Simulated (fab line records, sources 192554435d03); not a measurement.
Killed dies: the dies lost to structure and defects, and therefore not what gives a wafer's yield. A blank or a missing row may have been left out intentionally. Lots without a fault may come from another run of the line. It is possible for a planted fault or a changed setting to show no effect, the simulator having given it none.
Code-filled problem report in 8D (eight disciplines) form + flow n5 finfet + the parts of the form that need people (team, actions taken, sign-off) are left out

## 1. THE ISSUE
RC_N at N5_BEOL_M4_RC_MEAS_101 reads a mean of 19.2 ohm.um on 6 wafers of 2 lots; wafers without a fault read 15.7 ohm.um with a standard deviation of 0.38. Measured from the usual mean, that is +9.2 standard deviations.
Seen first at day 15 12:46 on prober-02, wafer L332.3. The record has a number at this step for 25 wafers belonging to 9 lots. Rule for "out" (also "out of limits"): further than 4 standard deviations from the usual mean. Any other wafer with a number is counted as sound.

## 2. WHAT IT IS, AND WHAT IT ISN'T
| question                    | is                                 | is not                                                                    |
|-----------------------------|------------------------------------|---------------------------------------------------------------------------|
| which readings at this step | RC_N, RC_DENSE_N, RC_DENSE_P, RC_P | DIBL_N, DIBL_P, IOFF_N, IOFF_P, ION_P, SS_N, SS_P, VT_N, VT_P             |
| which lots                  | L331, L332                         | L315, L316, L317, L319, L321, L334, L336                                  |
| which wafers of those lots  | all that have a number             | -                                                                         |
| read on which gauges        | prober-02                          | prober-01                                                                 |
| when                        | from day 15 12:46                  | up to then (14 sound wafers); but 5 sound wafers of L334, L336 came after |

## 3. SUSPECTS, AND WHAT RULES EACH OUT
Counting: a tool stays on the suspect list if, at a process step up to the reading, it processed all lots that are out and no sound lot following the first of them.
- the gauge at N5_BEOL_M4_RC_MEAS_101 has been ruled out. All the wafers that are out were read on prober-02, but those of them that N5_MOL_CONTACT_COAG_IMPLANT_129 has rows for are out there too, on other tools.
- implanter-02 at N5_MOL_CONTACT_COAG_IMPLANT_129: kept. All lots that are out passed through it, beginning with L331 at day 8 19:14, and no sound lot followed; its final sound lot before that point was L319 at day 5 20:11. Its own readings are out on those wafers: beam energy keV, end station pressure torr.
Remaining after the count: implanter-02 at N5_MOL_CONTACT_COAG_IMPLANT_129.

## 4. THE CAUSE (what the simulator had put in)
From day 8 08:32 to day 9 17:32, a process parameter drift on implanter-02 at N5_MOL_CONTACT_COAG_IMPLANT_129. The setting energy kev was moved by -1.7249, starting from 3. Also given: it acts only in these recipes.
After counting, this tool was the only one left.

## 5. SEQUENCE OF EFFECTS, ordered by route
One row per reading whose mean, taken over the struck wafers that have a number, lies over 3 standard deviations from the usual. Only readings whose record carries a usual standard deviation are examined. hours: median over the lots of the time between each lot's start at the first step of this table that gives one and its start at this step. sigmas: the change, counted in usual standard deviations.
| hours | step                            | reading                   | usual       | on struck wafers | change  | sigmas      |
|-------|---------------------------------|---------------------------|-------------|------------------|---------|-------------|
| 0     | N5_MOL_CONTACT_COAG_IMPLANT_129 | beam energy keV           | 2.9998      | 1.2746           | -1.7252 | -99 or more |
| 0     | N5_MOL_CONTACT_COAG_IMPLANT_129 | end station pressure torr | 6e-06 Torr  | 1e-05            | +4e-06  | +12         |
| 165   | N5_BEOL_M4_RC_MEAS_101          | RC_DENSE_N                | 19.2 ohm.um | 23.5             | +4.3    | +8.7        |
| 165   | N5_BEOL_M4_RC_MEAS_101          | RC_DENSE_P                | 24.1 ohm.um | 29.3             | +5.2    | +7.9        |
| 165   | N5_BEOL_M4_RC_MEAS_101          | RC_N                      | 15.7 ohm.um | 19.2             | +3.5    | +9.2        |
| 165   | N5_BEOL_M4_RC_MEAS_101          | RC_P                      | 19.6 ohm.um | 23.9             | +4.3    | +8.6        |
Its process steps:
- N5_MOL_CONTACT_COAG_IMPLANT_129

## 6. HOW IT WOULD HAVE BEEN CAUGHT EARLIER
Counted from the fault's start at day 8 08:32, it took 172 hours until the first out-of-limits reading at a measuring or inspecting step in this record, taken at day 15 12:46.
Tool's own readings at N5_MOL_CONTACT_COAG_IMPLANT_129, beam energy keV, end station pressure torr: out on all struck wafers the step has rows for; an alarm limit on them would have tripped on the first.
By day 15 12:46, every lot that is out (2) had started N5_MOL_CONTACT_COAG_IMPLANT_129 on implanter-02. Had the tool been put on hold then, not one of them would have been saved.
